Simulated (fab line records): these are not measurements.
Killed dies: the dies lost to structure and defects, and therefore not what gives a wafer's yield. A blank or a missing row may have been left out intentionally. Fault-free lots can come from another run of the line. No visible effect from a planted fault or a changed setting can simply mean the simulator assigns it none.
Matching of chambers    flow nandHarc    NHARC_A_BONDPAD_DEP_00 on pecvd-01: 3 sister chambers
The step deposits SiCN, target thk 250 nm. 6 wafers are shown with their chamber, then 9 later ones without.

WAFERS, EACH WITH ITS CHAMBER
wafer   chamber  heaterPowerW (W)
L082.5  0        573
L087.3  0        585
L087.4  2        437
L091.2  2        480
L091.3  1        576
L091.5  1        576

WAFERS WITHOUT THEIR CHAMBER
wafer   heaterPowerW (W)
L094.2  553
L094.4  548
L094.6  463
L095.2  499
L095.4  461
L095.5  577
L096.4  594
L096.5  462
L096.6  542

WHICH CHAMBER EACH ONE RAN IN
wafer    from the rows above       in truth
L094.2   can't be placed: 1 or 0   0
L094.4   can't be placed: 1 or 0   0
L094.6   2                         2
L095.2   2                         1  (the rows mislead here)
L095.4   2                         2
L095.5   can't be placed: 1 or 0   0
L096.4   can't be placed: 0 or 1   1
L096.5   2                         2
L096.6   can't be placed: 1 or 0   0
3 of 9 placed correctly. Not placeable from these rows: 5 (in 5, the candidates include the true chamber). Placed wrongly: 1.
How it was worked out, from the rows above alone: a wafer's distance from a chamber is the root of the sum, over the readings, of the square of ((its reading less the chamber's mean) divided by the reading's scatter). If the next closest chamber is less than 2 further off than the closest, the wafer can't be placed; otherwise it belongs to the closest. For every chamber, the mean is computed from those of its wafers that are shown. The scatter: take each reading less its chamber's mean, square it, sum over the shown wafers, divide by the number of wafers less the number of chambers, and take the root.
